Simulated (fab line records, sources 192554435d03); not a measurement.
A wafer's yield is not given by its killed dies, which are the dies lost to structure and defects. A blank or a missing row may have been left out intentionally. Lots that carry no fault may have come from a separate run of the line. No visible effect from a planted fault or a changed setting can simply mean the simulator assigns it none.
fab line records	flow n5Finfet
record: lots: 5	wafers: 15	lastDay: 17
route steps=1938 shown HKMG_FIN@457 GATE_CUT@465 MOL_CONTACT_COAG@558 BEOL_M4@1111 PASSIVATION@1936
lots with no fault: from the same line, run without faults
startH: hours from the record's opening day to when the first of the lot's shown wafers began	waitH: how many hours have passed since the lot's step before this one	" identical to the entry in the row above	L1.1+2: a single row standing in for several wafers	- no value, or no start given	* or withheld: withheld	< > ~ a bound
route shown NAME@n: names a module that has steps shown in the file, with the first one's number in the route	usual: mean/standard deviation of fault-free wafers	same: alike in all rows	chamber/n: place in a boat	sites: per-site readings	_std_site: standard deviation across them	_edge_site: mean of outer sites minus mean of inner sites	radiusMm: how far each site lies from the wafer's centre	mask NAME#n: copy n	behind: the tool/chamber that last shaped the wafer	hold: why the lot went on hold/how many hours it stayed there/how the hold came to an end	device: the transistor (n, p or np) that didn't switch	end of line: the tests these same wafers got at the end of their route	where a step has no rows: the recipe by itself	killed: not the wafer's yield, but the dies lost to structure and defects at the first sort	map: shows each die of a wafer: x if killed, . if not, _ if none is there
set.NAME: the run value of the setting; set.NAME@STEP: its run value at that earlier step	model.NAME: the simulator's own value behind a step, which no gauge read
a table for each step, a row for each wafer; lots at some steps of the route
services: when a tool's chamber went out of use (startH, in hours from the record's first day, below 0 if earlier), for how many hours, and the reason
== steps ==
step: N5_HKMG_FIN_ALD_72
recipe: material: W	targetThkA: 20	tempC: 300	pressureTorr: 7.5	aldPrecursorFamily: WF6	aldCoReactant: B2H6	pulseTimeS: 1	purgeTimeS: 2	coReactantPurgeTimeS: 2	coReactantPulseTimeS: 3	aldCycles: 7
step: N5_HKMG_FIN_W_FILL_22
recipe: material: W	targetThkA: 600	tempC: 400	pressureTorr: 39.4	timeS: 18.2
step: N5_HKMG_FIN_PRECLEAN_83
recipe: chemistry: DIW	timeS: 57.5	tempC: 23
step: N5_HKMG_FIN_SRD_84
recipe: dryTimeS: 32	dry: n2Spin	spinRpm: 1500
step: N5_HKMG_FIN_CMP_23
recipe: stopOn: SiNx	tOverpolishS: 10	postCmpClean: rinseOnly	downForcePsi: 4	platenRpm: 50.289	padVelocityMS: 1.0006	targetThkNm: 46.326
step: N5_HKMG_FIN_CMP_94
recipe: stopOn: SiNx	postCmpClean: wDiluteNh4oh	tOverpolishS: 4.7	downForcePsi: 4	platenRpm: 50.289	padVelocityMS: 1.0006	targetThkNm: 43.299
step: N5_GATE_CUT_ETCHBACK_00
recipe: chemistry: SF6/Cl2	target: W	pressureMtorr: 8	icpW: 900	biasW: 80	SF6_flow_sccm: 40	Cl2_flow_sccm: 60
step: N5_GATE_CUT_ETCH_56
recipe: chemistry: Cl2/Ar	target: TiN	targetDepthA: 216	pressureMtorr: 10	icpW: 600	biasW: 60	Cl2_flow_sccm: 40	Ar_flow_sccm: 60
step: N5_GATE_CUT_ETCHBACK_30
recipe: chemistry: Cl2/Ar	target: TiN	targetDepthA: 30	mode: isotropic	pressureMtorr: 10	icpW: 600	biasW: 60	Cl2_flow_sccm: 40	Ar_flow_sccm: 60
step: N5_GATE_CUT_VAPOR_ETCH_60
recipe: chemistry: BCl3/Cl2	target: HfO2	mode: isotropic
step: N5_GATE_CUT_ETCH_58
recipe: chemistry: CH3F/O2	target: SiNx	targetDepthA: 170	timeS: 128.6	ionEnergyEv: 50	pressureMtorr: 30	sourceW: 415	biasW: 21	Ar_flow_sccm: 150	CH3F_flow_sccm: 30	O2_flow_sccm: 20
usual: CH3F_flow_sccm: 30.01/0.097	O2_flow_sccm: 20.00/0.054	drypumpMotorCurrentA: 5.5/0.38	oesProductAu: 0.79/0.085	rfVppV: 99.2/0.97	showerheadPlenumPTorr: 2.02/0.065	throttleValvePct: 16.35/0.2
lot.wafer	tool	chamber	startH	waitH	CH3F_flow_sccm	O2_flow_sccm	drypumpMotorCurrentA	oesProductAu	rfHoursCounterH	rfVppV	showerheadPlenumPTorr	throttleValvePct	model.SiNx_of_SDB_ALD_29.thkNm
L659.4	rieDiel-06	3	134.92	0.0	29.94	19.99	5.2	0.90	30	99.7	2.12	16.01	24.4
L659.5	"	2	"	"	29.87	20.06	6.1	0.80	-	101.5	1.99	16.18	24.2
L659.6	"	3	"	"	30.08	20.01	5.2	0.89	-	99.0	2.12	16.04	24.4
L664.1	rieDiel-06	0	163.02	0.0	-	-	-	-	-	-	-	-	27.2
L664.2	"	3	"	"	-	-	-	-	-	-	-	-	27.2
L664.6	"	0	"	"	-	-	-	-	-	-	-	-	27.2
L665.1	rieDiel-04	3	170.30	0.0	-	-	-	-	-	-	-	-	26.8
L665.4	"	2	"	"	-	-	-	-	-	-	-	-	27
L665.6	"	2	"	"	-	-	-	-	-	-	-	-	27.2
L666.1	rieDiel-02	0	178.65	0.0	-	-	-	-	-	-	-	-	27.2
L666.3	"	1	"	"	-	-	-	-	-	-	-	-	27.2
L666.4	"	3	"	"	-	-	-	-	-	-	-	-	27.2
L673.2	rieDiel-06	3	223.22	0.1	29.96	19.89	5.2	0.86	51	100.6	2.12	16.06	24.8
L673.4	"	1	"	"	30.06	20.03	5.4	0.84	75	97.3	1.95	16.53	24.4
L673.5	"	3	"	"	29.92	20.00	5.2	0.86	-	100.1	2.12	16.04	24.6
step: N5_GATE_CUT_STRIP_59
recipe: chemistry: N2/H2	timeS: 20	powerW: 100	tempC: 40	pressureMtorr: 100	rfFrequencyHz: 6e+07	biasPowerW: 3	n2FlowSccm: 300	h2FlowSccm: 300
step: N5_GATE_CUT_PRECLEAN_31
recipe: tempC: 23	chemistry: DIW	timeS: 300
step: N5_GATE_CUT_SRD_32
recipe: timeS: 30	tempC: 23	rinseLiquid: diw	dry: ipaMarangoni
step: N5_GATE_CUT_SAC_CAP_01
recipe: material: SiNx	targetThkA: 240	tempC: 400	aldPrecursorFamily: SiH2I2	aldCoReactant: N2/H2-plasma	pulseTimeS: 1	aldCycles: 480	purgeTimeS: 2	coReactantPurgeTimeS: 2	pressureTorr: 2
step: N5_GATE_CUT_PECVD_57
recipe: material: SiNx	targetThkA: 210	tempC: 400	precursor: SiH4/NH3/N2	pressureTorr: 1.5	rfW: 300
step: N5_GATE_CUT_CMP_02
recipe: stopOn: SiO2	tOverpolishS: 12.7	postCmpClean: alkalineBrush	downForcePsi: 2.5	platenRpm: 51.8	padVelocityMS: 1.0307	targetThkNm: 0
usual: motorCurrentA: 9.2/0.9
lot.wafer	tool	chamber	startH	waitH	motorCurrentA	model.SiO2_flowable_of_ILD0_FCVD_FILL_01.thkNm
L659.4	cmp-04	3	137.88	0.1	8.4	115.2
L659.5	"	0	"	"	8.4	115
L659.6	"	1	"	"	10.5	116.6
L664.1	cmp-01	0	165.61	0.1	9.0	116.6
L664.2	"	3	"	"	8.9	115.8
L664.6	"	1	"	"	7.6	117.8
L665.1	cmp-04	2	172.96	0.1	9.4	115.8
L665.4	"	3	"	"	8.3	115.2
L665.6	"	0	"	"	7.9	117.8
L666.1	cmp-04	1	181.23	0.1	10.6	116
L666.3	"	3	"	"	8.5	117
L666.4	"	0	"	"	8.4	115.6
L673.2	cmp-04	3	225.84	0.1	8.8	115.2
L673.4	"	2	"	"	9.8	116.4
L673.5	"	0	"	"	8.4	114.6
step: N5_GATE_CUT_HM_DEP_46
recipe: material: SiO2	targetThkA: 1300	tempC: 400	precursor: TEOS/O2	pressureTorr: 6.5	rfW: 900	teosFlowSccm: 161.4	gas: O2	flowSccm: 2650	timeS: 26.6
step: N5_GATE_CUT_COAT_34
recipe: resist: SOC	tempC: 250	timeS: 60	spinRpm: 1500	resistThkNm: 60
step: N5_GATE_CUT_COAT_35
recipe: resist: SiARC	tempC: 220	timeS: 60	spinRpm: 1500	resistThkNm: 10
step: N5_GATE_CUT_COAT_27
recipe: resist: underlayer	tempC: 205	timeS: 60	spinRpm: 1500	resistThkNm: 10
step: N5_GATE_CUT_COAT_07
recipe: resist: CAR-EUV	spinRpm: 1500	resistThkNm: 30
step: N5_GATE_CUT_EBR_09
recipe: solvent: PGMEA	ebrWidthMm: 1.5
step: N5_GATE_CUT_SOFTBAKE_08
recipe: tempC: 110	timeS: 60	resist: CAR-EUV
step: N5_GATE_CUT_EXPOSE_10
recipe: maskId: GATE_CUT	na: 0.33	sourceShape: annular	sigmaInner: 0.35	sigmaOuter: 0.8	polarization: unpolarized	targetCdNm: 20	doseMj: 43.25
step: N5_GATE_CUT_PEB_11
recipe: pebTempC: 100	pebTimeS: 60	resist: CAR-EUV
step: N5_GATE_CUT_DEVELOP_12
recipe: developTimeS: 30	developer: TMAH	resist: CAR-EUV	rinseLiquid: surfactantRinse	dry: airSpin	devTempC: 23
step: N5_GATE_CUT_DESCUM_18
recipe: chemistry: O2	timeS: 7	sourcePowerW: 50	biasPowerW: 20	pressureMtorr: 20	rfFrequencyHz: 2.712e+07	tempC: 40	resist: CAR-EUV	o2FlowSccm: 225
step: N5_GATE_CUT_ETCH_28
recipe: chemistry: N2/H2	target: underlayer	targetDepthA: 130	maskMaterial: CAR-EUV	timeS: 10.4	ionEnergyEv: 200	pressureMtorr: 30	sourceW: 840	biasW: 150	n2FlowSccm: 200	h2FlowSccm: 200	ends: cleared
step: N5_GATE_CUT_ETCH_36
recipe: chemistry: CF4	target: SiARC	targetDepthA: 130	maskMaterial: CAR-EUV	timeS: 21.7	ionEnergyEv: 80	pressureMtorr: 40	sourceW: 545	biasW: 36	Ar_flow_sccm: 100	cf4FlowSccm: 100	ends: cleared
step: N5_GATE_CUT_ETCH_37
recipe: chemistry: N2/H2	target: SOC	targetDepthA: 600	overetchA: 120	maskMaterial: SiARC	tempC: 40	timeS: 90	ionEnergyEv: 200	pressureMtorr: 30	sourceW: 840	biasW: 150	n2FlowSccm: 200	h2FlowSccm: 200
step: N5_GATE_CUT_STRIP_38
recipe: chemistry: N2/H2	tempC: 40	n2FlowSccm: 200	h2FlowSccm: 200	rfFrequencyHz: 6e+07
step: N5_GATE_CUT_STRIP_39
recipe: chemistry: N2/H2	tempC: 40	n2FlowSccm: 200	h2FlowSccm: 200	rfFrequencyHz: 6e+07
step: N5_GATE_CUT_HM_OPEN_40
recipe: chemistry: C4F6/O2	target: SiO2	maskMaterial: SiARC	targetDepthA: 1390	timeS: 85.1	ionEnergyEv: 250	pressureMtorr: 30	sourceW: 345	biasW: 185	Ar_flow_sccm: 300	C4F6_flow_sccm: 10	O2_flow_sccm: 10	ends: cleared
step: N5_GATE_CUT_STRIP_41
recipe: chemistry: CF4	resist: SiARC	powerW: 300	biasPowerW: 75	pressureMtorr: 50	cf4FlowSccm: 150	rfFrequencyHz: 6e+07
step: N5_GATE_CUT_STRIP_42
recipe: chemistry: O2	powerW: 400	tempC: 40	pressureMtorr: 30	rfFrequencyHz: 6e+07	biasPowerW: 0	overashFraction: 0.3	o2FlowSccm: 225
step: N5_MOL_CONTACT_COAG_WET_ETCH_116
recipe: chemistry: SC1-inhibited	targetDepthNm: 4.6	dry: ipaMarangoni	rinseTimeS: 30	rinseTempC: 23
usual: rinseTempC: 23.00/0.1
same: rinseTimeS: 30
lot.wafer	tool	chamber	startH	waitH	rinseTempC	model.SiO2_flowable_of_ILD0_FCVD_FILL_01.thkNm
L659.4	wetBench-01	2	147.68	0.0	23.04	111.8
L659.5	"	0	"	"	22.98	111.4
L659.6	"	3	"	"	23.27	113
L664.1	wetBench-05	1	179.70	0.0	22.95	113
L664.2	"	2	"	"	22.98	112.2
L664.6	"	7	"	"	22.96	114.2
L665.1	wetBench-05	0	184.23	0.0	22.96	112.2
L665.4	"	4	"	"	22.91	111.6
L665.6	"	7	"	"	22.84	114
L666.1	wetBench-06	5	192.25	0.0	23.10	112.4
L666.3	"	0	"	"	23.05	113.4
L666.4	"	3	"	"	22.83	112
L673.2	wetBench-01	0	237.47	0.0	22.97	111.6
L673.4	"	7	"	"	22.90	112.8
L673.5	"	4	"	"	22.81	111.2
step: N5_BEOL_M4_RC_MEAS_101
usual: DIBL_N: 37.5/2.5	DIBL_P: 38/3.1	IOFF_N: 0.19/0.059	IOFF_P: 0.24/0.061	ION_N: 679/16	ION_P: 465/9.8	SS_N: 72.0/0.8	SS_P: 73.7/0.86	VT_N: 248/4.5	VT_P: -249/3.5
lot.wafer	tool	chamber	startH	waitH	DIBL_N[mV/V]	DIBL_P[mV/V]	IOFF_N[nA/um]	IOFF_P[nA/um]	ION_N[uA/um]	ION_P[uA/um]	SS_N[mV/dec]	SS_P[mV/dec]	VT_N[mV]	VT_P[mV]
L659.4	prober-01	0	225.88	0.5	40.4	40	0.25	0.35	711	486	72.9	74.3	243	-241
L659.5	"	0	"	"	36.9	35	0.15	0.23	672	469	71.4	73.4	250	-247
L659.6	"	0	"	"	37.5	36	0.16	0.23	686	472	71.7	73.4	252	-247
L665.1	prober-01	0	258.07	0.0	35.2	38	0.15	0.23	654	453	71.0	72.2	251	-247
L665.4	"	0	"	"	35.1	36	0.16	0.20	672	458	71.7	73.9	248	-250
L665.6	"	0	"	"	37.7	40	0.23	0.27	679	459	72.7	74.4	244	-248
L664.1	prober-02	0	258.90	0.0	35.8	33	0.14	0.19	671	466	72.7	72.6	249	-251
L664.2	"	0	"	"	40.6	41	0.23	0.31	673	461	72.9	74.7	246	-246
L664.6	"	0	"	"	39.1	37	0.20	0.23	669	459	74.1	73.6	253	-251
L666.1	prober-02	0	262.67	0.0	39.4	41	0.22	0.26	705	478	72.4	73.8	247	-248
L666.3	"	0	"	"	37.8	39	0.20	0.24	682	464	72.4	74.1	248	-250
L666.4	"	0	"	"	40.2	43	0.24	0.30	704	478	71.6	75.0	245	-246
L673.2	prober-02	0	317.28	0.2	30.9	31	0.10	0.14	652	455	71.1	71.5	255	-251
L673.4	"	0	"	"	37.6	40	0.22	0.30	704	479	72.7	73.4	244	-245
L673.5	"	0	"	"	32.4	35	0.13	0.20	667	470	71.5	73.3	251	-252
step: N5_PASSIVATION_PROBE_49
usual: defectLimitedYield: 91.0/1.4	killed_at_M0_to_M3: 35/10	killed_at_M4_up: 14/5.5	killedAtContacts: 13/5.6	killedAtFrontEnd: 41/11	killedAtOther: 4/3.4	killedDies: 106/16	killedOpen: 68/12	killedShort: 35/7.3	sort_bin_4_leakage: 0.3/2.1	sort_bin_5_function: 5.3/0.89	sort_bin_6_memory: 3.4/0.67	sortNPass: 1070/28	sortYieldPct: 90.7/2.4
same: grossDies: 1180	killedAtBackSide: 0	sort_bin_8_speed[%]: 0
lot.wafer	tool	chamber	startH	waitH	defectLimitedYield[%]	killed_at_M0_to_M3	killed_at_M4_up	killedAtContacts	killedAtFrontEnd	killedAtOther	killedDies	killedOpen	killedShort	sort_bin_4_leakage[%]	sort_bin_5_function[%]	sort_bin_6_memory[%]	sortNPass	sortYieldPct[%]
L659.4	prober-01	-	320.82	0.2	93.0	27	19	4	33	0	83	61	21	0	4.7	2.0	1097	93.0
L659.5	prober-01	-	320.87	0.2	91.2	43	10	13	36	2	104	70	30	0	4.8	3.6	1076	91.2
L659.6	prober-01	-	320.92	0.3	89.7	58	11	11	37	4	121	77	39	0	5.7	4.2	1059	89.7
L664.1	prober-01	-	373.34	0.0	91.4	33	7	19	41	1	101	65	34	0	5.3	2.8	1079	91.4
L664.2	prober-01	-	373.39	0.1	91.9	25	9	16	43	3	96	64	31	0	4.4	3.4	1084	91.9
L664.6	prober-01	-	373.59	0.3	90.8	19	14	26	49	1	109	71	37	0	5.6	3.2	1071	90.8
L665.1	prober-01	-	374.50	0.0	90.7	34	10	22	36	8	110	64	43	0	4.9	3.9	1070	90.7
L665.4	prober-01	-	374.65	0.2	92.3	20	12	14	42	3	91	57	32	0	4.5	3.0	1089	92.3
L665.6	prober-01	-	374.75	0.3	90.3	44	16	21	30	4	115	79	32	0	5.7	3.9	1065	90.3
L666.1	prober-02	-	380.56	0.0	89.4	43	11	31	39	1	125	85	36	0	6.2	3.9	1055	89.4
L666.3	prober-02	-	380.66	0.1	88.0	49	5	29	54	5	142	93	42	0	6.2	5.3	1038	88.0
L666.4	prober-02	-	380.71	0.2	91.2	35	10	18	30	11	104	64	35	0.2	4.9	3.6	1074	91.0
L673.2	prober-02	-	419.58	0.1	92.5	25	10	9	39	5	88	54	32	0	4.2	3.2	1092	92.5
L673.4	prober-02	-	419.68	0.2	90.8	43	6	12	41	6	108	60	46	0	5.4	3.5	1072	90.8
L673.5	prober-02	-	419.73	0.2	89.7	38	23	14	43	4	122	74	47	0	6.5	3.7	1058	89.7
killed by level:class
L659.4 BEOL_M1:geometricParticle:open=11 BEOL_M4:geometricParticle:open=9 DUMMY_GATE:geometricParticle:open=8 FIN_SAQP:geometricParticle:open=6 STARTING-WAFER:geometricParticle:short=4 MOL_CONTACT_COAG:geometricParticle:open=4 BEOL_M3:geometricParticle:open=4 BEOL_M1:geometricParticle:short=3
L659.5 BEOL_M0_SAQP:geometricParticle:open=12 MOL_CONTACT_COAG:geometricParticle:open=10 BEOL_M0_SAQP:geometricParticle:short=10 BEOL_M1:geometricParticle:open=10 FIN_SAQP:geometricParticle:open=8 DUMMY_GATE:geometricParticle:open=8 FIN_SAQP:geometricParticle:short=6 STI_FIN_REVEAL:geometricParticle:open=4
L659.6 BEOL_M3:geometricParticle:open=19 FIN_SAQP:geometricParticle:open=11 BEOL_M0_SAQP:geometricParticle:short=9 BEOL_M0_SAQP:geometricParticle:open=8 BEOL_M2:geometricParticle:open=8 GATE_CUT:geometricParticle:short=6 MOL_CONTACT_COAG:geometricParticle:open=6 DUMMY_GATE:geometricParticle:open=5
L664.1 MOL_CONTACT_COAG:geometricParticle:open=14 FIN_SAQP:geometricParticle:open=10 BEOL_M0_SAQP:geometricParticle:open=9 STI_FIN_REVEAL:geometricParticle:open=8 BEOL_M0_SAQP:geometricParticle:short=7 ILD0:geometricParticle:open=5 BEOL_M2:geometricParticle:open=5 FIN_SAQP:geometricParticle:short=4
L664.2 BEOL_M0_SAQP:geometricParticle:short=13 FIN_SAQP:geometricParticle:open=12 MOL_CONTACT_COAG:geometricParticle:open=11 STI_FIN_REVEAL:geometricParticle:open=9 ILD0:geometricParticle:open=8 BEOL_M0_SAQP:geometricParticle:open=7 MOL_CONTACT_COAG:geometricParticle:short=5 BEOL_M4:geometricParticle:open=5
L664.6 MOL_CONTACT_COAG:geometricParticle:open=21 FIN_SAQP:geometricParticle:open=9 STI_FIN_REVEAL:geometricParticle:open=8 GATE_CUT:geometricParticle:short=6 FIN_SAQP:geometricParticle:short=5 MOL_CONTACT_COAG:geometricParticle:short=5 ILD0:geometricParticle:short=4 BEOL_M0_SAQP:geometricParticle:open=4
L665.1 MOL_CONTACT_COAG:geometricParticle:open=17 STI_FIN_REVEAL:geometricParticle:open=8 BEOL_M3:geometricParticle:open=8 BEOL_M0_SAQP:geometricParticle:open=8 BEOL_M0_SAQP:geometricParticle:short=8 GATE_CUT:geometricParticle:short=6 STARTING-WAFER:geometricParticle:short=6 MOL_CONTACT_COAG:geometricParticle:short=5
L665.4 FIN_SAQP:geometricParticle:short=10 FIN_SAQP:geometricParticle:open=9 STI_FIN_REVEAL:geometricParticle:open=8 MOL_CONTACT_COAG:geometricParticle:open=7 MOL_CONTACT_COAG:geometricParticle:short=6 BEOL_M3:geometricParticle:open=6 BEOL_M0_SAQP:geometricParticle:short=5 BEOL_M4:geometricParticle:open=4
L665.6 MOL_CONTACT_COAG:geometricParticle:open=17 BEOL_M1:geometricParticle:open=10 BEOL_M0_SAQP:geometricParticle:open=9 BEOL_M0_SAQP:geometricParticle:short=9 FIN_SAQP:geometricParticle:open=7 BEOL_M4:geometricParticle:open=7 FIN_SAQP:geometricParticle:short=6 BEOL_M2:geometricParticle:open=5
L666.1 MOL_CONTACT_COAG:geometricParticle:open=21 BEOL_M0_SAQP:geometricParticle:open=13 STI_FIN_REVEAL:geometricParticle:open=11 BEOL_M2:geometricParticle:open=11 MOL_CONTACT_COAG:geometricParticle:short=9 BEOL_M0_SAQP:geometricParticle:short=6 FIN_SAQP:geometricParticle:open=6 FIN_SAQP:geometricParticle:short=6
L666.3 MOL_CONTACT_COAG:geometricParticle:open=26 BEOL_M0_SAQP:geometricParticle:open=20 BEOL_M0_SAQP:geometricParticle:short=12 FIN_SAQP:geometricParticle:short=11 STI_FIN_REVEAL:geometricParticle:open=11 BEOL_M2:geometricParticle:open=9 FIN_SAQP:geometricParticle:open=7 GATE_CUT:geometricParticle:open=6
L666.4 MOL_CONTACT_COAG:geometricParticle:open=17 BEOL_M0_SAQP:geometricParticle:open=13 BEOL_M0_SAQP:geometricParticle:short=10 BEOL_M2:geometricParticle:open=7 FIN_SAQP:geometricParticle:short=5 STARTING-WAFER:geometricParticle:short=5 MIM_TOP_ETCH:geometricParticle:open=5 STI_FIN_REVEAL:geometricParticle:open=4
L673.2 FIN_SAQP:geometricParticle:short=14 BEOL_M1:geometricParticle:open=12 MOL_CONTACT_COAG:geometricParticle:open=8 FIN_SAQP:geometricParticle:open=5 STI_FIN_REVEAL:geometricParticle:open=4 BEOL_M0_SAQP:geometricParticle:short=4 BEOL_M2:geometricParticle:open=4 DUMMY_GATE:geometricParticle:open=3
L673.4 BEOL_M0_SAQP:geometricParticle:open=11 BEOL_M1:geometricParticle:open=9 FIN_SAQP:geometricParticle:short=8 STI_FIN_REVEAL:geometricParticle:open=8 MOL_CONTACT_COAG:geometricParticle:open=8 BEOL_M0_SAQP:geometricParticle:short=8 DUMMY_GATE:geometricParticle:open=5 BEOL_M3:geometricParticle:open=5
L673.5 BEOL_M4:geometricParticle:open=13 FIN_SAQP:geometricParticle:short=12 DUMMY_GATE:geometricParticle:open=11 MOL_CONTACT_COAG:geometricParticle:open=8 BEOL_M0_SAQP:geometricParticle:open=7 BEOL_M1:geometricParticle:open=7 STI_FIN_REVEAL:geometricParticle:open=6 MOL_CONTACT_COAG:geometricParticle:short=6
== services ==
tool	chamber	startH	hours	kind
rieDiel-02	2	112.20	-	clean
rieDiel-02	2	112.20	-	consumableReplace:focusRing
rieDiel-02	2	112.20	20.4	scheduledDown
rieDiel-02	2	112.20	20.4	ventCycle
cmp-01	-	113.30	4.0	pm
rieDiel-04	-	115.63	0.3	repair
cmp-01	-	117.30	-	consumableReplace:conditioner
cmp-01	-	117.30	-	consumableReplace:pad
cmp-01	-	119.88	1.6	repair
rieDiel-06	3	176.37	19.3	repair
cmp-01	-	200.65	0.3	repair
cmp-01	-	203.69	1.4	repair
cmp-04	-	214.51	0.7	repair
rieDiel-04	0	222.79	11.3	repair
rieDiel-04	2	228.08	2.4	repair
rieDiel-02	0	234.65	-	clean
rieDiel-02	0	234.65	-	consumableReplace:focusRing
rieDiel-02	0	234.65	19.3	scheduledDown
rieDiel-02	0	234.65	19.3	ventCycle
== key ==
firstSign: step: N5_GATE_CUT_ETCH_58	reading: toolRecord	direction: missing
effect none on later readings
modelEffect: step: N5_GATE_CUT_ETCH_58	value: SiNx_of_SDB_ALD_29.thkNm	without: 24.47	struck: 27.13
modelEffect: step: N5_GATE_CUT_CMP_02	value: SiO2_flowable_of_ILD0_FCVD_FILL_01.thkNm	without: 115	struck: 116.4
modelEffect: step: N5_MOL_CONTACT_COAG_WET_ETCH_116	value: SiO2_flowable_of_ILD0_FCVD_FILL_01.thkNm	without: 111.4	struck: 112.8
metAt N5_GATE_CUT_ETCH_58
struckWafers L664.1,L664.2,L664.6,L665.1,L665.4,L665.6,L666.1,L666.3,L666.4
onsetBetween 134.92 163.02
fault: kind: skippedStepWhole	tool: rieDiel-02,rieDiel-04,rieDiel-06	chamber: -	onsetH: 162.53	steps: N5_GATE_CUT_ETCH_58	scope: struckLotsOnly
